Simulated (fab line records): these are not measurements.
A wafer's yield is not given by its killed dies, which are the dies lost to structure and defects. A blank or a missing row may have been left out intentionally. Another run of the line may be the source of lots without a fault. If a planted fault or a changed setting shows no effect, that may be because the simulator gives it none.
A single fault, viewed from 3 desks	flow n5-finfet	only its own numbers are on each desk; what lay behind them is given at the end

== THE METROLOGY DESK ==
What the gauges read, lot by lot, whatever tool the lot ran on: means of the sampled wafers that have a number. A lot is out of limits, marked OUT, if its mean lies more than 4 standard deviations from the usual mean; the brackets give that distance.
Columns: A = cd-nm at N5_BEOL_M5_CD_MEAS_28, usual 30.65 nm; B = V4_OVL at N5_BEOL_M5_OVL_MEAS_29, usual -0.1 nm
lot	first seen here	A	B
L232	day 8 07:35	30.37	-0.6
L240	day 10 06:46	30.77	0.8
L247	day 11 19:28	30.40	0.6
L253	day 13 10:22	30.48	0.0
L252	day 13 12:01	30.63	0.1
Result from this desk: across the 5 lots, nothing is out of limits.

== THE DEFECT DESK ==
Inspection counts along the route, by lot: the mean over sampled wafers that carry a number. A lot is out of limits, marked OUT, if its mean lies more than 4 standard deviations from the usual mean; the brackets give that distance.
Columns: A = raw-defect-count at N5_BEOL_M5_INSPECT_30, usual 381
lot	first seen here	A
L232	day 8 07:40	318
L240	day 10 06:51	402
L247	day 11 19:33	436
L253	day 13 10:28	375
L252	day 13 12:06	418
Result from this desk: across the 5 lots, nothing is out of limits.

== THE TOOL OWNER'S DESK: rie-diel-03 ==
The tool's own readings at N5_BEOL_M5_ETCH_68 (etches SOC in N2/H2, target depth 80 nm, overetch 16 nm, time 120 s): means of the sampled wafers that have a number, for each lot that ran on this tool. A lot is out of limits, marked OUT, if its mean lies more than 4 standard deviations from the usual mean; the brackets give that distance.
Columns: A = drypump-motor-current-A at N5_BEOL_M5_ETCH_68, usual 5.8 A; B = oes-product-au at N5_BEOL_M5_ETCH_68, usual 0.61 a.u.; C = rf-vpp-V at N5_BEOL_M5_ETCH_68, usual 524.0 V; D = showerhead-plenum-p-Torr at N5_BEOL_M5_ETCH_68, usual 2.55 Torr; E = throttle-valve-pct at N5_BEOL_M5_ETCH_68, usual 17.74 %
lot	first seen here	A	B	C	D	E
L232	day 8 07:47	5.7	0.57	524.2	2.59	17.85
L247	day 11 20:17	6.2	0.60	524.0	2.56	17.69
Result from this desk: across the 2 lots, nothing is out of limits.

== PUT TOGETHER ==
The metrology desk saw nothing out of limits.
The defect desk saw nothing out of limits.
The tool owner's desk saw nothing out of limits.

== WHAT THE SIMULATOR HAD PUT IN ==
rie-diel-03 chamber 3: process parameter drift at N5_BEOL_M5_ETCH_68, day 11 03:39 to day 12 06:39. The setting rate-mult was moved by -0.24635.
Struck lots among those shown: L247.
